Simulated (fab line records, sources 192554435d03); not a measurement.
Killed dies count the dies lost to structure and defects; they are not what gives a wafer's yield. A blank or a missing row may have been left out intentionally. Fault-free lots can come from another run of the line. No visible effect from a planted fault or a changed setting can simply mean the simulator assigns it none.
Matching of chambers	flow n5Finfet	N5_BEOL_M9_ETCH_65 on rieDiel-03: 4 sister chambers
The step etches SiARC in CF4, target depth 15.6 nm, time 26 s. 8 wafers are shown with their chamber, then 8 later ones without.

WAFERS PAIRED WITH THEIR CHAMBERS
wafer	chamber	drypumpMotorCurrentA (A)	showerheadPlenumPTorr (Torr)
L080.5	0	5.2	2.28
L081.1	3	4.8	2.07
L081.3	1	5.9	2.17
L081.5	2	5.4	2.24
L082.1	0	5.2	2.28
L082.4	3	4.7	2.07
L082.5	2	5.4	2.24
L092.2	1	5.9	2.16

WAFERS MISSING THEIR CHAMBER
wafer	drypumpMotorCurrentA (A)	showerheadPlenumPTorr (Torr)
L092.3	5.4	2.23
L092.5	5.2	2.28
L095.3	5.9	2.16
L095.4	5.4	2.23
L095.5	5.4	2.23
L096.3	4.8	2.07
L096.4	5.4	2.23
L096.5	5.2	2.27

WHICH CHAMBER EACH WENT THROUGH
wafer	from the rows above	in truth
L092.3	2	2
L092.5	0	0
L095.3	1	1
L095.4	2	2
L095.5	2	2
L096.3	3	3
L096.4	2	2
L096.5	0	0
Placed correctly: 8 of 8. Can't be placed from these rows: 0. Placed wrongly: 0.
How it was worked out, from the rows above alone: a wafer's distance from a chamber is the root of the sum, over the readings, of the square of ((its reading less the chamber's mean) divided by the reading's scatter). The wafer belongs to the nearest chamber; if the next one is less than 2 further off, it can't be placed. The mean given for a chamber averages the wafers shown for that chamber. The scatter is the square root of a quotient: the sum, over the shown wafers, of each reading's squared deviation from its chamber's mean, divided by wafers minus chambers.
